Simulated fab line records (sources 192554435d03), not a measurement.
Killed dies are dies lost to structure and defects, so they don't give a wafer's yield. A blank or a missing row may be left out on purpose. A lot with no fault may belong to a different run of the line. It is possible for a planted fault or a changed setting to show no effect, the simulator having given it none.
fab line records ; flow n5-finfet
[record] lots = 5; wafers = 12; last-day = 16
route steps=1938 shown SD_EPI_N@276 SD_EPI_P@295 SD_ACTIVATION@332 MOL_CONTACT_COAG@537 BEOL_M4@1111
lots that met no fault: taken from a fault-free run of the same line
start-h: hours from the record's opening day to when the first of the lot's shown wafers began ; wait-h: hours elapsed since this lot's preceding step ; " identical to the entry in the row above ; L1.1+2: several wafers, shown together as one row ; - no value present, or no start provided ; * or withheld: withheld ; < > ~ a bound
route shown NAME@n: NAME is a module with steps in the file, n the number in the route of the first one ; usual: mean/standard deviation taken from wafers without a fault ; same: alike in all rows ; chamber/n: place in a boat ; sites: per-site readings ; _std_site: their standard deviation ; _edge_site: the outer-site mean with the inner-site mean subtracted ; radius-mm: how far each site lies from the wafer's centre ; mask NAME#n: copy n ; behind: tool/chamber where the wafer was last shaped ; hold: what put the lot on hold/how long, in hours/how the hold closed ; device: the transistor (n, p or np) that didn't switch ; end of line: at the end of the route, the tests of the same wafers ; a step without rows: its recipe alone ; killed: at the first sort, the dies lost to defects and structure; wafer yield is something else ; map: per-die view of a wafer (x killed, . not killed, _ where there is no die)
set.NAME: setting as actually run; set.NAME@STEP: the setting as run at that earlier step ; model.NAME: the simulator's own value behind a step, which no gauge read
lots seen at some steps along the route; tables by step, rows by wafer
services: the hour from which a tool's chamber was out of use, counted from the record's first day as start-h (under 0 if before that day), plus the number of hours and why
[[steps]]
[step N5_SD_EPI_N_STRIP_36]
[recipe] chemistry = N2/H2; temp-c = 40; n2-flow-sccm = 200; h2-flow-sccm = 200; rf-frequency-hz = 6e+07
[step N5_SD_EPI_N_ETCHBACK_44]
[recipe] chemistry = CH3F/O2; mode = anisotropic-etchback; target = SiNx; target-depth-a = 145; stop-on = SiO2; over-etch-frac = 0.3; ion-energy-ev = 120; pressure-mtorr = 30; source-w = 395; bias-w = 73; Ar_flow_sccm = 150; CH3F_flow_sccm = 30; O2_flow_sccm = 20
[step N5_SD_EPI_N_ETCH_45]
[recipe] chemistry = CH3F/O2; target = SiOCN; target-depth-a = 60; mask-material = SOC; ion-energy-ev = 60; bias-w = 29; pressure-mtorr = 15; source-w = 410; Ar_flow_sccm = 150; CH3F_flow_sccm = 30; O2_flow_sccm = 20
[step N5_SD_EPI_N_ETCH_16]
[recipe] chemistry = CHF3/O2; target = SiO2; target-depth-a = 50; mask-material = SOC; pressure-mtorr = 30; source-w = 650; bias-w = 170; Ar_flow_sccm = 200; CHF3_flow_sccm = 50; O2_flow_sccm = 5; ion-energy-ev = 200
[step N5_SD_EPI_N_STRIP_47]
[recipe] chemistry = CHF3/O2; resist = SiARC; rf-frequency-hz = 6e+07
[step N5_SD_EPI_N_SD_RECESS_17]
[recipe] chemistry = HBr/Cl2/O2; target-depth-a = 410; mask-material = SOC; time-s = 23.7; bt-time-s = 3; pressure-mtorr = 10; icp-w = 800; bias-w = 112; HBr_flow_sccm = 150; Cl2_flow_sccm = 80; O2_flow_sccm = 12
[step N5_SD_EPI_N_STRIP_38]
[recipe] chemistry = N2/H2; power-w = 1000; temp-c = 250; h2-frac = 0.65; overash-fraction = 0.3; pressure-mtorr = withheld; n2-flow-sccm = 1750; h2-flow-sccm = 3250
[step N5_SD_EPI_N_WET_ETCH_43]
[recipe] chemistry = dHF; dilution = withheld; time-s = 14; target = SiO2; target-depth-a = 15; temp-c = 25
[step N5_SD_EPI_N_STRIP_18]
[recipe] chemistry = SPM; time-s = 750; temp-c = 130; h2so4-h2o2-vol-ratio = 4
[step N5_SD_EPI_N_SRD_20]
[recipe] dry = ipa-marangoni; do-ppb = 5; time-s = 30; temp-c = 23; rinse-liquid = diw
[step N5_SD_EPI_N_PRECLEAN_48]
[recipe] chemistry = NF3:NH3; afs-cycles = 2; temp-c = 30; time-s = 20; sublimation-temp-c = 180; sublimation-time-s = 60; pressure-torr = 3; rf-power-w = 30
[step N5_SD_EPI_N_VAPOR_ETCH_50]
[recipe] chemistry = HCl; target = Si; temp-c = 775; time-s = 54; pressure-torr = 20; mode = isotropic
[step N5_SD_EPI_N_EPI_21]
[recipe] material = Si:P; dopant = P; temp-c = 680; pressure-torr = 255; time-s = 690
[usual] epi-growth-time-s = 690/0; susceptor-temp-C = 680.0/0.32
lot.wafer;tool;chamber;start-h;wait-h;epi-growth-time-s;susceptor-temp-C;model.Si-P_of_SD_EPI_N_EPI_21.thk-nm
L987.4;epi-rpcvd-01;0;113.58;1.2;690;679.7;58.8
L987.5;epi-rpcvd-01;0;113.58;1.2;690;680.8;59.2
L987.6;epi-rpcvd-01;0;113.58;1.2;690;680.3;59.2
L990.1;epi-rpcvd-01;0;124.58;0.2;1098.5;680.2;80.8
L990.5;epi-rpcvd-01;0;126.07;1.5;690;680.0;57.8
L991.2;epi-rpcvd-01;0;128.84;0.5;690;679.9;58.4
L991.6;epi-rpcvd-01;0;130.33;1.9;1098.5;680.3;80.6
L993.1;epi-rpcvd-01;0;141.26;0.1;1098.5;679.6;82
L993.6;epi-rpcvd-01;0;142.66;1.4;1098.5;680.1;81.4
L998.1;epi-rpcvd-03;0;170.51;0.1;690;680.0;58.8
L998.5;epi-rpcvd-03;0;171.63;1.1;690;679.9;58.8
L998.6;epi-rpcvd-03;0;171.63;1.1;690;680.4;58.8
[step N5_SD_EPI_N_EPI_MEAS_23]
[recipe] mode = xrd
[usual] thk-nm = 59.0/1.2
lot.wafer;tool;chamber;start-h;wait-h;thk-nm
L987.4;film-metro-01;-;114.74;0.8;58.4
L987.5;film-metro-01;-;114.74;0.8;60.0
L987.6;film-metro-01;-;114.74;0.8;59.0
L990.1;film-metro-02;-;126.87;1.9;80.2
L990.5;film-metro-02;-;126.87;1.9;59.7
L991.2;film-metro-02;-;130.74;1.5;58.9
L991.6;film-metro-02;-;130.74;1.5;79.1
L993.1;film-metro-02;-;142.99;1.5;82.1
L993.6;film-metro-02;-;142.99;1.5;82.6
L998.1;film-metro-01;-;172.23;1.4;59.2
L998.5;film-metro-01;-;172.23;1.4;59.2
L998.6;film-metro-01;-;172.23;1.4;57.5
[step N5_SD_EPI_N_PRECLEAN_24]
[recipe] chemistry = O3/DIW; time-s = 60; temp-c = 22; o3-ppm = 10
[step N5_SD_EPI_N_SRD_25]
[recipe] time-s = 30; temp-c = 23; rinse-liquid = diw; dry = ipa-marangoni
[step N5_SD_EPI_N_PRECLEAN_49]
[recipe] chemistry = NF3:NH3; afs-cycles = 1; temp-c = 30; time-s = 20; sublimation-temp-c = 180; sublimation-time-s = 60; pressure-torr = 3; rf-power-w = 30
[step N5_SD_EPI_N_LINER_46]
[recipe] material = SiNx; target-thk-a = 30; temp-c = 400; ald-precursor-family = SiH2I2; ald-co-reactant = N2/H2-plasma; pressure-torr = 2
[step N5_SD_EPI_P_COAT_34]
[recipe] resist = SOC; temp-c = 250; time-s = 60; spin-rpm = 1500; resist-thk-nm = 350
[step N5_SD_EPI_P_COAT_35]
[recipe] resist = SiARC; temp-c = 220; time-s = 60; spin-rpm = 1500; resist-thk-nm = 35
[step N5_SD_EPI_P_COAT_03]
[recipe] resist = CAR-ArF-block; spin-rpm = 1500; resist-thk-nm = 150
[step N5_SD_EPI_P_EBR_05]
[recipe] solvent = PGMEA; ebr-width-mm = 1.5
[step N5_SD_EPI_P_SOFTBAKE_04]
[recipe] temp-c = 110; time-s = 60; resist = CAR-ArF-block
[step N5_SD_EPI_P_EXPOSE_06]
[recipe] mask-id = SD_P_BLK; na = 1.35; source-shape = conventional; sigma-outer = 0.8; polarization = unpolarized; target-cd-nm = 240; dose-mj = 39.5
[step N5_SD_EPI_P_PEB_07]
[recipe] peb-temp-c = 110; peb-time-s = 60; resist = CAR-ArF-block
[step N5_SD_EPI_P_DEVELOP_08]
[recipe] develop-time-s = 30; developer = TMAH; resist = CAR-ArF-block; dev-temp-c = 23; rinse-liquid = diw; dry = air-spin
[step N5_SD_EPI_P_DESCUM_14]
[recipe] chemistry = O2; time-s = 7.9; source-power-w = 50; bias-power-w = 20; pressure-mtorr = 20; rf-frequency-hz = 2.712e+07; temp-c = 40; resist = CAR-ArF-block; o2-flow-sccm = 225
[step N5_SD_EPI_P_ETCH_36]
[recipe] chemistry = CF4; target = SiARC; target-depth-a = 455; mask-material = CAR-ArF-block; time-s = 75.8; ion-energy-ev = 80; pressure-mtorr = 40; source-w = 545; bias-w = 36; Ar_flow_sccm = 100; cf4-flow-sccm = 100; ends = cleared
[step N5_SD_EPI_P_ETCH_37]
[recipe] chemistry = N2/H2; target = SOC; overetch-a = 1080; mask-material = SiARC; temp-c = 40; ion-energy-ev = 100; source-w = 3000; bias-w = 133; pressure-mtorr = 20; time-s = 486; n2-flow-sccm = 200; h2-flow-sccm = 200; ends = end-point
[step N5_SD_EPI_P_STRIP_38]
[recipe] chemistry = N2/H2; temp-c = 40; n2-flow-sccm = 200; h2-flow-sccm = 200; rf-frequency-hz = 6e+07
[step N5_SD_EPI_P_ETCHBACK_46]
[recipe] chemistry = CH3F/O2; mode = anisotropic-etchback; target = SiNx; target-depth-a = 175; stop-on = SiO2; over-etch-frac = 0.3; ion-energy-ev = 120; pressure-mtorr = 30; source-w = 395; bias-w = 73; Ar_flow_sccm = 150; CH3F_flow_sccm = 30; O2_flow_sccm = 20
[step N5_SD_EPI_P_ETCH_47]
[recipe] chemistry = CH3F/O2; target = SiOCN; target-depth-a = 250; mask-material = SOC; ion-energy-ev = 60; bias-w = 29; pressure-mtorr = 30; source-w = 410; Ar_flow_sccm = 150; CH3F_flow_sccm = 30; O2_flow_sccm = 20
[step N5_SD_EPI_P_ETCH_16]
[recipe] chemistry = CHF3/O2; target = SiO2; target-depth-a = 50; mask-material = SOC; pressure-mtorr = 30; source-w = 650; bias-w = 170; Ar_flow_sccm = 200; CHF3_flow_sccm = 50; O2_flow_sccm = 5; ion-energy-ev = 200
[step N5_SD_EPI_P_STRIP_50]
[recipe] chemistry = CHF3/O2; resist = SiARC; rf-frequency-hz = 6e+07
[step N5_SD_EPI_P_SD_RECESS_17]
[recipe] chemistry = HBr/Cl2/O2; target-depth-a = 391; bt-time-s = 3; pressure-mtorr = 10; icp-w = 800; bias-w = 112; HBr_flow_sccm = 150; Cl2_flow_sccm = 80; O2_flow_sccm = 12
[step N5_SD_EPI_P_WET_ETCH_45]
[recipe] chemistry = dHF; dilution = withheld; time-s = 10.7; target = SiO2; target-depth-a = 20; temp-c = 25; dry = ipa-marangoni; rinse-time-s = 30; rinse-temp-c = 23
[step N5_SD_EPI_P_STRIP_40]
[recipe] chemistry = N2/H2; power-w = 1000; temp-c = 250; h2-frac = 0.65; overash-fraction = 0.3; pressure-mtorr = withheld; n2-flow-sccm = 1750; h2-flow-sccm = 3250
[step N5_SD_EPI_P_PRECLEAN_52]
[recipe] chemistry = O3/DIW; time-s = 60; temp-c = 22; o3-ppm = 10
[step N5_SD_ACTIVATION_RS_MEAS_03]
[recipe] thk-meas-gauge = four-point-probe
[usual] RS_SD_N = 21.9/0.31; RS_SD_P = 56.4/0.91
lot.wafer;tool;chamber;start-h;wait-h;RS_SD_N[ohm/sq];RS_SD_P[ohm/sq]
L987.4;film-metro-01;-;120.76;0.1;22.0;56.5
L987.5;film-metro-01;-;120.76;0.1;21.7;56.0
L987.6;film-metro-01;-;120.76;0.1;22.1;56.5
L990.1;film-metro-01;-;132.29;0.2;15.9;57.6
L990.5;film-metro-01;-;132.29;0.2;22.3;56.5
L991.2;film-metro-02;-;136.83;0.2;22.1;57.3
L991.6;film-metro-02;-;136.83;0.2;16.0;56.5
L993.1;film-metro-02;-;148.08;0.2;15.7;56.4
L993.6;film-metro-02;-;148.08;0.2;15.6;55.7
L998.1;film-metro-02;-;178.57;0.2;21.9;55.2
L998.5;film-metro-02;-;178.57;0.2;22.0;54.7
L998.6;film-metro-02;-;178.57;0.2;22.1;55.6
[step N5_MOL_CONTACT_COAG_ETCH_15]
[recipe] chemistry = CH3F/O2; target = SiNx; target-depth-a = 70; mask-material = SOC; stop-on = Si:P; over-etch-frac = 0.75; ion-energy-ev = 120; pressure-mtorr = 30; source-w = 395; bias-w = 73; Ar_flow_sccm = 150; CH3F_flow_sccm = 30; O2_flow_sccm = 20
[usual] chamber-pressure-mTorr = 30.001/0.026; drypump-motor-current-A = 5.5/0.49; oes-product-au = 0.58/0.052; rf-vpp-V = 298/4.2; showerhead-plenum-p-Torr = 2.01/0.073; throttle-valve-pct = 16.34/0.25
lot.wafer;tool;chamber;start-h;wait-h;chamber-pressure-mTorr;drypump-motor-current-A;oes-product-au;rf-hours-counter-h;rf-vpp-V;showerhead-plenum-p-Torr;throttle-valve-pct;model.Si-P_of_SD_EPI_N_EPI_21.thk-nm
L987.4;rie-diel-01;3;149.09;0.0;29.970;6.5;0.63;-;303;2.12;15.96;58
L987.5;rie-diel-01;0;149.09;0.0;29.990;5.6;0.54;-;299;1.97;16.52;58.4
L987.6;rie-diel-01;2;149.09;0.0;30.021;5.1;0.59;-;294;2.11;16.60;58.4
L990.1;rie-diel-01;3;161.33;0.0;30.023;6.5;0.63;43;303;2.11;15.96;79.6
L990.5;rie-diel-01;2;161.33;0.0;29.994;5.1;0.59;-;294;2.11;16.62;57
L991.2;rie-diel-06;1;166.06;0.0;30.006;5.4;0.59;99;302;2.03;16.35;57.6
L991.6;rie-diel-06;3;166.06;0.0;30.012;4.9;0.60;-;302;1.93;15.93;79.4
L993.1;rie-diel-06;1;177.24;0.0;29.993;5.4;0.58;102;303;2.03;16.35;81
L993.6;rie-diel-06;2;177.24;0.0;29.956;5.2;0.58;-;301;1.93;16.40;80.2
L998.1;rie-diel-03;1;210.56;0.0;30.026;4.8;0.58;111;296;1.94;16.06;58
L998.5;rie-diel-03;3;210.56;0.0;30.033;5.8;0.67;-;297;2.04;16.26;58
L998.6;rie-diel-03;2;210.56;0.0;29.970;5.7;0.52;-;298;1.90;16.59;58
[step N5_BEOL_M4_RC_MEAS_101]
[usual] DIBL_N = 36.3/1.7; DIBL_P = 36.5/1.8; IOFF_N = 0.16/0.033; IOFF_P = 0.21/0.037; ION_N = 675/11; ION_P = 462/7.9; RS_SD_N = 28.4/0.41; SS_N = 71.6/0.64; SS_P = 73.3/0.68; VT_N = 249/3.3; VT_P = -250/3.3
lot.wafer;tool;chamber;start-h;wait-h;DIBL_N[mV/V];DIBL_P[mV/V];IOFF_N[nA/um];IOFF_P[nA/um];ION_N[uA/um];ION_P[uA/um];RS_SD_N[ohm/sq];SS_N[mV/dec];SS_P[mV/dec];VT_N[mV];VT_P[mV]
L987.4;prober-02;0;224.24;0.6;36.8;36.9;0.14;0.19;669;451;28.3;71.4;73.1;253;-252
L987.5;prober-02;0;224.24;0.6;36.0;36.4;0.13;0.17;657;448;28.5;70.8;72.8;250;-257
L987.6;prober-02;0;224.24;0.6;35.1;36.4;0.13;0.19;672;463;28.1;70.9;74.2;251;-253
L990.1;prober-02;0;231.02;0.0;36.1;36.2;0.17;0.22;682;463;20.7;72.2;73.2;248;-250
L990.5;prober-02;0;231.02;0.0;37.9;38.3;0.20;0.25;680;463;29.2;72.3;74.7;245;-250
L991.2;prober-02;0;251.13;0.2;36.7;36.9;0.17;0.20;680;464;28.7;71.4;73.0;250;-250
L991.6;prober-02;0;251.13;0.2;37.1;36.5;0.17;0.20;677;456;20.6;71.7;73.1;250;-250
L993.1;prober-02;0;256.50;0.0;36.5;35.7;0.18;0.23;683;470;20.4;71.7;73.0;245;-245
L993.6;prober-02;0;256.50;0.0;37.7;36.5;0.19;0.24;673;461;20.4;71.5;73.6;247;-246
L998.1;prober-02;0;287.94;0.0;35.1;35.5;0.16;0.19;689;469;28.6;72.3;73.0;248;-250
L998.5;prober-02;0;287.94;0.0;34.9;34.7;0.15;0.19;681;466;28.5;70.9;72.8;250;-249
L998.6;prober-02;0;287.94;0.0;33.3;33.1;0.13;0.17;679;465;28.6;70.6;73.0;251;-254
[[services]]
tool;chamber;start-h;hours;kind
rie-diel-06;-;89.79;0.7;repair
rie-diel-03;3;115.55;-;clean
rie-diel-03;3;115.55;-;consumable-replace:focus-ring
rie-diel-03;3;115.55;23.0;scheduled-down
rie-diel-03;3;115.55;23.0;vent-cycle
rie-diel-03;2;140.46;3.9;repair
rie-diel-01;1;146.78;-;clean
rie-diel-01;1;146.78;-;consumable-replace:focus-ring
rie-diel-01;1;146.78;13.0;scheduled-down
rie-diel-01;1;146.78;13.0;vent-cycle
rie-diel-03;0;187.82;10.9;repair
rie-diel-06;0;188.36;17.2;repair
epi-rpcvd-03;-;205.51;1.5;repair
[[key]]
[first-sign] step = N5_SD_EPI_N_EPI_21; reading = epi-growth-time-s; direction = up; sigmas = 99+; usual = *; struck = *
[effect] step = N5_SD_EPI_N_EPI_MEAS_23; reading = thk-nm; direction = up; sigmas = 18; usual = *; struck = *
[effect] step = N5_SD_ACTIVATION_RS_MEAS_03; reading = RS_SD_N; direction = down; sigmas = 20; usual = 21.9; struck = 15.8
[effect] step = N5_BEOL_M4_RC_MEAS_101; reading = RS_SD_N; direction = down; sigmas = 19; usual = 28.4; struck = 20.5
[model-effect] step = N5_SD_EPI_N_EPI_21; value = Si-P_of_SD_EPI_N_EPI_21.thk-nm; without = 58.7; struck = 81.2
[model-effect] step = N5_MOL_CONTACT_COAG_ETCH_15; value = Si-P_of_SD_EPI_N_EPI_21.thk-nm; without = 57.8; struck = 79.9
met-at N5_SD_EPI_N_EPI_21
struck-wafers L990.1,L991.6,L993.1,L993.6
[fault] kind = process-parameter-drift; tool = epi-rpcvd-01; chamber = -; onset-h = 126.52; steps = N5_SD_EPI_N_EPI_21; channel = epi-growth-time-s; offset = *; shape = step; end-h = 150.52; scope = struck-wafers-only; acts-in = *; stated = *
